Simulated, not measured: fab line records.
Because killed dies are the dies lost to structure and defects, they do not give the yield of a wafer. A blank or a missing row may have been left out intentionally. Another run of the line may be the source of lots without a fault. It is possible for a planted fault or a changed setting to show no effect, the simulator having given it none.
Chamber matching -- flow n5-finfet -- 3 sister chambers for N5_BEOL_M6_CURE_74 on uv-cure-03
The step cures SiCOH lowk, time 240 s. 6 wafers are shown with their chamber, then 12 later ones without.

WAFERS, EACH WITH ITS CHAMBER
wafer,chamber,wafer_temp_C_max,lamp-power-pct (%)
L088.3,1,387.4,52.25
L088.6,1,387.2,52.38
L090.3,2,386.3,52.32
L090.5,2,386.6,52.26
L091.4,0,386.6,52.29
L091.5,0,386.7,52.34

WAFERS WITHOUT THEIR CHAMBER
wafer,wafer_temp_C_max,lamp-power-pct (%)
L093.1,386.0,52.34
L093.2,386.8,52.38
L093.4,387.1,52.31
L093.3,386.4,52.35
L093.5,387.4,52.35
L093.6,387.3,52.35
L097.1,386.4,52.31
L097.3,386.7,52.34
L097.6,386.5,52.35
L097.2,386.7,52.29
L097.4,387.0,52.28
L097.5,386.0,52.42

WHICH CHAMBER EACH WENT THROUGH
wafer,from the rows above,in truth
L093.1,can't be placed: 2 or 0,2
L093.2,can't be placed: 0 or 2 or 1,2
L093.4,can't be placed: 1 or 0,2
L093.3,can't be placed: 2 or 0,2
L093.5,1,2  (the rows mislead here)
L093.6,1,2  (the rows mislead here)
L097.1,can't be placed: 2 or 0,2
L097.3,can't be placed: 0 or 2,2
L097.6,can't be placed: 2 or 0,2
L097.2,can't be placed: 0 or 2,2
L097.4,can't be placed: 1 or 0 or 2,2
L097.5,can't be placed: 2 or 0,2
Correctly placed: 0 of 12. Not placeable from these rows: 10 (in 9, the candidates include the true chamber). Wrongly placed: 2.
How it was worked out, from the rows above alone: a wafer's distance from a chamber is the root of the sum, over the readings, of the square of ((its reading less the chamber's mean) divided by the reading's scatter). The wafer belongs to the nearest chamber; if the next one is less than 2 further off, it can't be placed. A chamber's mean is the mean of its shown wafers. How the scatter is found: for the shown wafers, subtract from each reading the mean of its chamber, square and add these, divide the total by (wafers less chambers), then take the root.
